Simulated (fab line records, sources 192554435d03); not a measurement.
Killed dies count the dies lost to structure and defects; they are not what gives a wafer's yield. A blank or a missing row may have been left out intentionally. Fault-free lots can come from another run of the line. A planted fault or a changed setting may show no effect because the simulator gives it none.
Chamber matching ; flow n5Finfet ; N5_BEOL_M11_ETCH_65 on rieDiel-06: 4 sister chambers
The step etches SiARC in CF4, target depth 39 nm, time 65 s. 4 wafers are shown with their chamber, then 9 later ones without.

## WAFERS, EACH WITH ITS CHAMBER
wafer;chamber;showerheadPlenumPTorr (Torr)
L081.2;2;2.05
L079.3;1;2.03
L085.5;0;2.22
L085.6;3;2.26

## WAFERS WITHOUT THEIR CHAMBER
wafer;showerheadPlenumPTorr (Torr)
L091.1;2.26
L091.3;2.29
L091.6;2.26
L093.1;2.28
L093.3;2.22
L093.5;2.28
L097.1;2.04
L097.3;2.28
L097.5;2.21

## THE CHAMBER EACH PASSED THROUGH
wafer;from the rows above;in truth
L091.1;3;3
L091.3;3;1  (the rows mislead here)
L091.6;3;3
L093.1;3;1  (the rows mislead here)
L093.3;0;0
L093.5;3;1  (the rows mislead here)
L097.1;can't be placed: 2 or 1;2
L097.3;3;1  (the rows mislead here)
L097.5;0;0
Correctly placed: 4 of 9. These rows do not allow placing 1 (true chamber among the candidates in 1). Wrongly placed: 4.
How it was worked out, from the rows above alone: a wafer's distance from a chamber is the root of the sum, over the readings, of the square of ((its reading less the chamber's mean) divided by the reading's scatter). If the next closest chamber is less than 2 further off than the closest, the wafer can't be placed; otherwise it belongs to the closest. The mean given for a chamber averages the wafers shown for that chamber. The scatter (one wafer shown for each chamber): square how far every hidden wafer sits from the nearest shown wafer, average those squares and take the square root.
